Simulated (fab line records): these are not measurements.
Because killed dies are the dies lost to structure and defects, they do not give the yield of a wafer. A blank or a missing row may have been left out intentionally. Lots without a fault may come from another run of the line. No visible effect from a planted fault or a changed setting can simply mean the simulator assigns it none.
Which tool is to blame?	flow n5-finfet	72 wafers from 24 lots sampled at 6 of the route's 1938 steps

## WHAT THE GAUGES SHOWED, per wafer
Not one reading of a measure or inspect step in the record can be checked against a usual standard deviation.

## WHICH TOOL RAN EACH LOT (tool, then ch and the chambers of the sampled wafers, then the start)
lot	N5_BEOL_M3_ETCH_41	N5_BEOL_M3_DEGAS_44	N5_BEOL_M3_SURFACE_TREAT_85	N5_BEOL_M3_SPUTTER_48	N5_BEOL_M3_CO_CAP_55	N5_BEOL_M4_ILD_DEP_00
L074	rie-diel-01 ch 0,3, day 7 07:14 or earlier	pvd-sputter-01, day 7 07:14	pvd-sputter-02, day 7 07:47	pvd-sputter-02, day 7 08:00	cvd-co-01 ch 0,1,2, day 7 10:37	pecvd-01 ch 0,1, day 7 10:52
L075	rie-diel-04 ch 1,2,3, day 7 10:50 or earlier	pvd-sputter-03, day 7 10:50	pvd-sputter-02, day 7 11:14	pvd-sputter-01, day 7 11:29	cvd-co-01 ch 0,1,2, day 7 14:08	pecvd-01 ch 1,2, day 7 14:23
L076	rie-diel-01 ch 1,2,3, day 7 14:26 or earlier	pvd-sputter-03, day 7 14:26	pvd-sputter-02, day 7 14:52	pvd-sputter-01, day 7 15:24	cvd-co-01 ch 1,2, day 7 18:08	pecvd-04 ch 1,2, day 7 18:23
L077	rie-diel-04 ch 1,2, day 7 18:04 or earlier	pvd-sputter-01, day 7 18:04	pvd-sputter-01, day 7 18:42	pvd-sputter-01, day 7 18:56	cvd-co-01 ch 0,2, day 7 21:34	pecvd-02 ch 0,1, day 7 21:49
L078	rie-diel-01 ch 1,2,3, day 8 03:26 or earlier	pvd-sputter-02, day 8 03:26	pvd-sputter-01, day 8 03:49	pvd-sputter-03, day 8 04:38	cvd-co-01 ch 1,2, day 8 07:16	pecvd-04 ch 1,2, day 8 07:31
L079	rie-diel-01 ch 1,2,3, day 8 09:58 or earlier	pvd-sputter-01, day 8 09:58	pvd-sputter-01, day 8 10:20	pvd-sputter-03, day 8 10:38	cvd-co-02 ch 0,1,2, day 8 13:16	pecvd-01 ch 1,2, day 8 13:31
L080	rie-diel-01 ch 0,1,2, day 8 19:46 or earlier	pvd-sputter-03, day 8 19:46	pvd-sputter-02, day 8 20:09	pvd-sputter-02, day 8 20:31	cvd-co-02 ch 0,2, day 8 23:12	pecvd-02 ch 0,1, day 8 23:28
L081	rie-diel-01 ch 1,2,3, day 8 21:51 or earlier	pvd-sputter-03, day 8 21:51	pvd-sputter-01, day 8 22:12	pvd-sputter-01, day 8 22:26	cvd-co-01 ch 0,1,2, day 9 01:05	pecvd-04 ch 1,2, day 9 01:20
L083	rie-diel-04 ch 2,3, day 9 06:19 or earlier	pvd-sputter-03, day 9 06:19	pvd-sputter-02, day 9 06:40	pvd-sputter-02, day 9 06:58	cvd-co-01 ch 0,1,2, day 9 09:35	pecvd-01 ch 0,1, day 9 09:52
L082	rie-diel-04 ch 1,2,3, day 9 06:53 or earlier	pvd-sputter-02, day 9 06:53	pvd-sputter-01, day 9 07:16	pvd-sputter-02, day 9 08:49	cvd-co-01 ch 1,2, day 9 11:26	pecvd-01 ch 1,2, day 9 11:41
L084	rie-diel-01 ch 0,1, day 9 13:45 or earlier	pvd-sputter-01, day 9 13:45	pvd-sputter-01, day 9 14:05	pvd-sputter-01, day 9 14:20	cvd-co-01 ch 0,2, day 9 16:58	pecvd-04 ch 0,1,2, day 9 17:13
L085	rie-diel-01 ch 0,2,3, day 9 21:16 or earlier	pvd-sputter-03, day 9 21:16	pvd-sputter-02, day 9 21:36	pvd-sputter-01, day 9 21:52	cvd-co-01 ch 0,2, day 10 00:32	pecvd-04 ch 0,2, day 10 00:47
L086	rie-diel-01 ch 0,2,3, day 10 08:52 or earlier	pvd-sputter-02, day 10 08:52	pvd-sputter-03, day 10 09:22	pvd-sputter-03, day 10 09:37	cvd-co-01 ch 0,1,2, day 10 12:32	pecvd-04 ch 0,1,2, day 10 12:47
L088	rie-diel-03 ch 1,2,3, day 10 15:20 or earlier	pvd-sputter-02, day 10 15:20	pvd-sputter-01, day 10 15:49	pvd-sputter-03, day 10 16:10	cvd-co-01 ch 0,1, day 10 18:47	pecvd-04 ch 0,1, day 10 19:02
L087	rie-diel-04 ch 0,1,2, day 10 15:32 or earlier	pvd-sputter-02, day 10 15:32	pvd-sputter-03, day 10 15:53	pvd-sputter-02, day 10 17:32	cvd-co-02 ch 0,1, day 10 20:10	pecvd-01 ch 1,2, day 10 20:26
L089	rie-diel-04 ch 1,3, day 11 01:31 or earlier	pvd-sputter-02, day 11 01:31	pvd-sputter-02, day 11 01:55	pvd-sputter-03, day 11 02:11	cvd-co-02 ch 1,2, day 11 05:29	pecvd-02 ch 1,2, day 11 05:44
L091	rie-diel-01 ch 0,1,2, day 11 07:02 or earlier	pvd-sputter-01, day 11 07:02	pvd-sputter-01, day 11 07:29	pvd-sputter-01, day 11 07:58	cvd-co-02 ch 0,2, day 11 10:40	pecvd-04 ch 0,1,2, day 11 10:54
L090	rie-diel-04 ch 1,3, day 11 12:06 or earlier	pvd-sputter-01, day 11 12:06	pvd-sputter-01, day 11 12:46	pvd-sputter-03, day 11 13:20	cvd-co-01 ch 0,1, day 11 15:58	pecvd-01 ch 0,1,2, day 11 16:13
L093	rie-diel-03 ch 0,2,3, day 11 22:42 or earlier	pvd-sputter-03, day 11 22:42	pvd-sputter-03, day 11 23:02	pvd-sputter-02, day 11 23:20	cvd-co-01 ch 1,2, day 12 01:59	pecvd-04 ch 0,1,2, day 12 02:17
L092	rie-diel-01 ch 2,3, day 12 03:36 or earlier	pvd-sputter-02, day 12 03:36	pvd-sputter-01, day 12 04:01	pvd-sputter-01, day 12 04:14	cvd-co-02 ch 0,1,2, day 12 06:52	pecvd-01 ch 0,2, day 12 07:07
L094	rie-diel-04 ch 0,1,2, day 12 04:02 or earlier	pvd-sputter-02, day 12 04:02	pvd-sputter-02, day 12 04:26	pvd-sputter-01, day 12 06:04	cvd-co-01 ch 0,1,2, day 12 08:45	pecvd-02 ch 0,2, day 12 08:59
L096	rie-diel-01 ch 0,2, day 12 16:33 or earlier	pvd-sputter-01, day 12 16:33	pvd-sputter-01, day 12 16:55	pvd-sputter-01, day 12 17:08	cvd-co-01 ch 0,1, day 12 19:46	pecvd-01 ch 1,2, day 12 20:00
L095	rie-diel-03 ch 0,3, day 12 16:50 or earlier	pvd-sputter-01, day 12 16:50	pvd-sputter-02, day 12 17:11	pvd-sputter-02, day 12 17:29	cvd-co-02 ch 0,1,2, day 12 20:09	pecvd-01 ch 0,1,2, day 12 20:23
L097	rie-diel-01 ch 1,2,3, day 12 20:58 or earlier	pvd-sputter-01, day 12 20:58	pvd-sputter-01, day 12 21:32	pvd-sputter-02, day 12 22:10	cvd-co-01 ch 0,2, day 13 00:50	pecvd-02 ch 0,1,2, day 13 01:07
- N5_BEOL_M3_ETCH_41: etches SiCN in CH3F/O2, target depth 29.9 nm, time 52.5 s.
- N5_BEOL_M3_DEGAS_44: time 60 s.
- N5_BEOL_M3_SURFACE_TREAT_85
- N5_BEOL_M3_SPUTTER_48: material Cu, target thk 4.5 nm, time 8.29 s.
- N5_BEOL_M3_CO_CAP_55: material Co, precursor CCTBA/H2, target thk 2 nm, time 102.1 s.
- N5_BEOL_M4_ILD_DEP_00: deposits SiOC from DEMS/O2, target thk 79 nm, time 15.3 s.

## AS READ BY THE TOOLS THEMSELVES (means over the sampled wafers that have a number; for cases with no such wafer, the mark the record gives instead)
N5_BEOL_M3_ETCH_41.
lot	tool	O2_flow_sccm (sccm)	bias-w (W)	drypump-motor-current-A (A)	oes-product-au (a.u.)	rf-vpp-V (V)	showerhead-plenum-p-Torr (Torr)	throttle-valve-pct (%)
L074	rie-diel-01	20.04	74.91	5.63	0.81	296.7	1.97	16.13
L075	rie-diel-04	20.01	75.00	5.64	0.75	295.0	1.89	16.29
L076	rie-diel-01	20.00	74.97	5.76	0.76	296.3	1.98	16.18
L077	rie-diel-04	20.03	74.80	5.35	0.73	294.5	1.88	16.48
L078	rie-diel-01	19.97	75.01	5.74	0.76	296.4	1.98	16.19
L079	rie-diel-01	20.00	74.90	5.74	0.76	297.0	1.98	16.20
L080	rie-diel-01	20.00	74.93	5.80	0.79	297.6	2.04	16.02
L081	rie-diel-01	20.02	74.95	5.73	0.76	297.0	1.98	16.20
L083	rie-diel-04	19.99	75.31	5.96	0.76	294.9	1.90	16.12
L082	rie-diel-04	20.04	74.99	5.66	0.74	295.3	1.89	16.31
L084	rie-diel-01	19.97	74.91	5.79	0.78	298.3	2.05	16.03
L085	rie-diel-01	20.03	75.00	5.63	0.78	296.2	1.96	16.17
L086	rie-diel-01	20.04	74.95	5.66	0.78	296.0	1.96	16.17
L088	rie-diel-03	19.94	75.11	5.61	0.78	295.3	1.90	16.23
L087	rie-diel-04	19.97	74.98	5.36	0.71	295.2	1.90	16.41
L089	rie-diel-04	19.92	75.05	5.70	0.74	295.3	1.91	16.27
L091	rie-diel-01	20.04	75.15	5.79	0.76	297.8	2.03	16.06
L090	rie-diel-04	19.93	75.21	5.42	0.72	295.2	1.90	16.47
L093	rie-diel-03	20.00	75.02	5.38	0.73	294.3	1.86	16.36
L092	rie-diel-01	20.03	74.99	5.59	0.75	295.1	1.89	16.38
L094	rie-diel-04	20.08	75.16	5.36	0.79	295.5	1.90	16.27
L096	rie-diel-01	20.01	75.18	5.72	0.76	297.3	2.01	16.03
L095	rie-diel-03	19.90	75.15	5.38	0.72	294.8	1.86	16.44
L097	rie-diel-01	20.00	74.84	5.75	0.72	297.1	1.97	16.25

N5_BEOL_M3_DEGAS_44.
lot	tool	heater-power-w (W)
L074	pvd-sputter-01	347
L075	pvd-sputter-03	377
L076	pvd-sputter-03	331
L077	pvd-sputter-01	356
L078	pvd-sputter-02	334
L079	pvd-sputter-01	345
L080	pvd-sputter-03	359
L081	pvd-sputter-03	356
L083	pvd-sputter-03	358
L082	pvd-sputter-02	321
L084	pvd-sputter-01	353
L085	pvd-sputter-03	381
L086	pvd-sputter-02	304
L088	pvd-sputter-02	334
L087	pvd-sputter-02	338
L089	pvd-sputter-02	318
L091	pvd-sputter-01	349
L090	pvd-sputter-01	345
L093	pvd-sputter-03	371
L092	pvd-sputter-02	318
L094	pvd-sputter-02	321
L096	pvd-sputter-01	354
L095	pvd-sputter-01	356
L097	pvd-sputter-01	351

N5_BEOL_M3_SPUTTER_48.
lot	tool	throttle-valve-pct (%)
L074	pvd-sputter-02	29.7
L075	pvd-sputter-01	30.4
L076	pvd-sputter-01	30.1
L077	pvd-sputter-01	30.2
L078	pvd-sputter-03	29.8
L079	pvd-sputter-03	29.6
L080	pvd-sputter-02	30.1
L081	pvd-sputter-01	30.4
L083	pvd-sputter-02	29.2
L082	pvd-sputter-02	29.7
L084	pvd-sputter-01	30.2
L085	pvd-sputter-01	30.2
L086	pvd-sputter-03	29.8
L088	pvd-sputter-03	30.0
L087	pvd-sputter-02	30.2
L089	pvd-sputter-03	29.6
L091	pvd-sputter-01	30.4
L090	pvd-sputter-03	29.5
L093	pvd-sputter-02	30.2
L092	pvd-sputter-01	30.4
L094	pvd-sputter-01	30.5
L096	pvd-sputter-01	30.5
L095	pvd-sputter-02	29.2
L097	pvd-sputter-02	30.0

N5_BEOL_M3_CO_CAP_55.
lot	tool	heater-power-w (W)
L074	cvd-co-01	215
L075	cvd-co-01	214
L076	cvd-co-01	207
L077	cvd-co-01	226
L078	cvd-co-01	209
L079	cvd-co-02	246
L080	cvd-co-02	240
L081	cvd-co-01	216
L083	cvd-co-01	216
L082	cvd-co-01	210
L084	cvd-co-01	226
L085	cvd-co-01	217
L086	cvd-co-01	218
L088	cvd-co-01	226
L087	cvd-co-02	251
L089	cvd-co-02	259
L091	cvd-co-02	235
L090	cvd-co-01	213
L093	cvd-co-01	210
L092	cvd-co-02	246
L094	cvd-co-01	218
L096	cvd-co-01	217
L095	cvd-co-02	249
L097	cvd-co-01	217

N5_BEOL_M4_ILD_DEP_00.
lot	tool	heater-power-w (W)	showerhead-plenum-p-Torr (Torr)	throttle-valve-pct (%)
L074	pecvd-01	611	5.698	12.2
L075	pecvd-01	474	5.703	11.5
L076	pecvd-04	504	5.687	11.7
L077	pecvd-02	442	5.707	11.9
L078	pecvd-04	490	5.686	11.7
L079	pecvd-01	452	5.686	11.7
L080	pecvd-02	438	5.716	12.0
L081	pecvd-04	554	5.685	12.2
L083	pecvd-01	559	5.684	12.0
L082	pecvd-01	494	5.695	11.6
L084	pecvd-04	450	5.686	11.7
L085	pecvd-04	396	5.699	11.3
L086	pecvd-04	489	5.689	11.7
L088	pecvd-04	501	5.683	12.0
L087	pecvd-01	502	5.697	12.0
L089	pecvd-02	521	5.691	11.0
L091	pecvd-04	430	5.688	11.6
L090	pecvd-01	513	5.683	11.8
L093	pecvd-04	479	5.695	11.7
L092	pecvd-01	531	5.689	11.5
L094	pecvd-02	509	5.685	11.2
L096	pecvd-01	479	5.690	11.5
L095	pecvd-01	548	5.703	11.8
L097	pecvd-02	475	5.700	11.6

## THE ANSWER, worked out from the rows above alone
Rule: the usual values come from the lots themselves. The widest of any qualifying gaps counts: lots, ordered by their means at a reading, are off when they make up no more than a third of the lots, leave a main group of 4 or more, and stand apart from it by 3 or more times the standard deviation of that group's means. A main group whose means are all the same, to the digits that the tables above print for the reading, isn't used. Also off: a lot with no number at a reading for which 4 or more lots have one. The other lots that the step has rows for count as sound. First the gauges in route order, then the tools' own readings, where a lot's mean is used as printed above. At the first step where some lot is off, the reading lying furthest off is the one used; lots without a number count as furthest.
No lot is off on any of the readings shown, so nothing can be concluded from this.

## WHAT THE SIMULATOR HAD PUT IN
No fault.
